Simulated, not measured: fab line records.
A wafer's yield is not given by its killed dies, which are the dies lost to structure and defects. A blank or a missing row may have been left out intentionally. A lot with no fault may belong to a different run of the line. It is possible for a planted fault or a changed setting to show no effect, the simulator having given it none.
Split-lot experiment / flow n5_finfet / 21 wafers read from 7 lots, route of 1938 steps

== THE SPLIT ==
At N5_BEOL_M1_VIA_ETCH_34 (etches the open film in C4F6/O2, target depth 67.8 nm, time 64.4 s), the setting time_s was moved away from the recipe's 64.4 s on 4 of the 21 wafers read, by -19.7% to +13.8%. The other wafers ran this setting at the recipe's value.

The reading is taken at the split's own step.

== THE READING ==
SOC_of_BEOL_M1_COAT_67.thk_nm (the simulator's own value, which no gauge read), in nm, at N5_BEOL_M1_VIA_ETCH_34 (etches the open film in C4F6/O2, target depth 67.8 nm, time 64.4 s). There is no usual value for it anywhere in the file. Average 52.3 nm, standard deviation 0.23 nm, over the 17 wafers here run with the recipe.

wafer=L079.1; tool, chamber at the split=rie_diel-02, 3; time_s as run, s=64.4; against the recipe=recipe; SOC_of_BEOL_M1_COAT_67.thk_nm, nm=52.8; against lot-mates on the recipe=-
wafer=L079.2; tool, chamber at the split=rie_diel-02, 0; time_s as run, s=73.3; against the recipe=+13.8%; SOC_of_BEOL_M1_COAT_67.thk_nm, nm=51; against lot-mates on the recipe=-1.6
wafer=L079.6; tool, chamber at the split=rie_diel-02, 1; time_s as run, s=64.4; against the recipe=recipe; SOC_of_BEOL_M1_COAT_67.thk_nm, nm=52.4; against lot-mates on the recipe=-
wafer=L084.1; tool, chamber at the split=rie_diel-06, 2; time_s as run, s=64.4; against the recipe=recipe; SOC_of_BEOL_M1_COAT_67.thk_nm, nm=52.4; against lot-mates on the recipe=-
wafer=L084.2; tool, chamber at the split=rie_diel-06, 1; time_s as run, s=64.4; against the recipe=recipe; SOC_of_BEOL_M1_COAT_67.thk_nm, nm=51.8; against lot-mates on the recipe=-
wafer=L084.5; tool, chamber at the split=rie_diel-06, 0; time_s as run, s=64.4; against the recipe=recipe; SOC_of_BEOL_M1_COAT_67.thk_nm, nm=52; against lot-mates on the recipe=-
wafer=L085.3; tool, chamber at the split=rie_diel-06, 1; time_s as run, s=64.4; against the recipe=recipe; SOC_of_BEOL_M1_COAT_67.thk_nm, nm=52.2; against lot-mates on the recipe=-
wafer=L085.4; tool, chamber at the split=rie_diel-06, 2; time_s as run, s=64.4; against the recipe=recipe; SOC_of_BEOL_M1_COAT_67.thk_nm, nm=52.4; against lot-mates on the recipe=-
wafer=L085.6; tool, chamber at the split=rie_diel-06, 2; time_s as run, s=64.4; against the recipe=recipe; SOC_of_BEOL_M1_COAT_67.thk_nm, nm=52.4; against lot-mates on the recipe=-
wafer=L086.1; tool, chamber at the split=rie_diel-03, 2; time_s as run, s=64.4; against the recipe=recipe; SOC_of_BEOL_M1_COAT_67.thk_nm, nm=52.2; against lot-mates on the recipe=-
wafer=L086.3; tool, chamber at the split=rie_diel-03, 1; time_s as run, s=64.4; against the recipe=recipe; SOC_of_BEOL_M1_COAT_67.thk_nm, nm=52.4; against lot-mates on the recipe=-
wafer=L086.6; tool, chamber at the split=rie_diel-03, 2; time_s as run, s=64.4; against the recipe=recipe; SOC_of_BEOL_M1_COAT_67.thk_nm, nm=52.2; against lot-mates on the recipe=-
wafer=L089.1; tool, chamber at the split=rie_diel-02, 1; time_s as run, s=64.4; against the recipe=recipe; SOC_of_BEOL_M1_COAT_67.thk_nm, nm=52.4; against lot-mates on the recipe=-
wafer=L089.2; tool, chamber at the split=rie_diel-02, 2; time_s as run, s=51.92; against the recipe=-19.4%; SOC_of_BEOL_M1_COAT_67.thk_nm, nm=53.8; against lot-mates on the recipe=+1.5
wafer=L089.4; tool, chamber at the split=rie_diel-02, 0; time_s as run, s=64.4; against the recipe=recipe; SOC_of_BEOL_M1_COAT_67.thk_nm, nm=52.2; against lot-mates on the recipe=-
wafer=L090.1; tool, chamber at the split=rie_diel-03, 3; time_s as run, s=64.4; against the recipe=recipe; SOC_of_BEOL_M1_COAT_67.thk_nm, nm=52.2; against lot-mates on the recipe=-
wafer=L090.4; tool, chamber at the split=rie_diel-03, 1; time_s as run, s=64.4; against the recipe=recipe; SOC_of_BEOL_M1_COAT_67.thk_nm, nm=52.4; against lot-mates on the recipe=-
wafer=L090.5; tool, chamber at the split=rie_diel-03, 2; time_s as run, s=51.71; against the recipe=-19.7%; SOC_of_BEOL_M1_COAT_67.thk_nm, nm=53.8; against lot-mates on the recipe=+1.5
wafer=L094.1; tool, chamber at the split=rie_diel-03, 3; time_s as run, s=52.81; against the recipe=-18.0%; SOC_of_BEOL_M1_COAT_67.thk_nm, nm=53.4; against lot-mates on the recipe=+1.4
wafer=L094.3; tool, chamber at the split=rie_diel-03, 1; time_s as run, s=64.4; against the recipe=recipe; SOC_of_BEOL_M1_COAT_67.thk_nm, nm=52; against lot-mates on the recipe=-
wafer=L094.6; tool, chamber at the split=rie_diel-03, 3; time_s as run, s=64.4; against the recipe=recipe; SOC_of_BEOL_M1_COAT_67.thk_nm, nm=52; against lot-mates on the recipe=-

FIT RESULTS
A straight line over all 21 wafers: SOC_of_BEOL_M1_COAT_67.thk_nm changes by -0.0774 nm for each +1% of time_s; r = -0.94; the points scatter about the line by 0.22 nm.
The same after taking each lot's own level away (the mean of its wafers on the recipe; 21 wafers): -0.0842 nm for each +1%; r = -0.97; scatter 0.17 nm.
According to that fit, moving time_s by its largest amount changes the reading by 1.7 nm.
The lots' own levels span 52.00 to 52.60 nm, that is 2.7 times the standard deviation above.
The two slopes are in agreement: the lot-to-lot level therefore moves the slope only a little.
Check: +1.67 nm against its lot-mates is what the line predicts for one of the wafers moved furthest among these (-19.7%) when that wafer is left out of the fit. It came out at +1.5 nm against them.

== FURTHER SPLITS ON THESE WAFERS ==
Before the reading, these wafers also passed through other splits. Each is held against what the fit with the lots' levels taken away leaves over:
other split on the same wafers=N5_BEOL_M0_SAQP_DESCUM_45 time_s; wafers away from the commonest value=5; r with SOC_of_BEOL_M1_COAT_67.thk_nm (lot level and that fit taken away)=+0.32
other split on the same wafers=N5_BEOL_M1_ETCH_70 source_w; wafers away from the commonest value=7; r with SOC_of_BEOL_M1_COAT_67.thk_nm (lot level and that fit taken away)=+0.04

== THE WHOLE CHAIN: every reading that the file lists as answering this split, in the file's order ==
step=N5_BEOL_M1_VIA_ETCH_34; what it does=etches the open film in C4F6/O2, target depth 67.8 nm, time 64.4 s; reading=etch.depth_nm (the simulator's own value, which no gauge read); change (the file's fit)=+0.669 nm for each +1% of the setting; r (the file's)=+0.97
step=N5_BEOL_M1_VIA_ETCH_34; what it does=etches the open film in C4F6/O2, target depth 67.8 nm, time 64.4 s; reading=SOC_of_BEOL_M1_COAT_67.thk_nm (the simulator's own value, which no gauge read); change (the file's fit)=-0.0828 nm for each +1% of the setting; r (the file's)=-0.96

== THE FILE'S OWN FIT ==
SOC_of_BEOL_M1_COAT_67.thk_nm changes by -0.0828 nm for each +1% of time_s, r = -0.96.
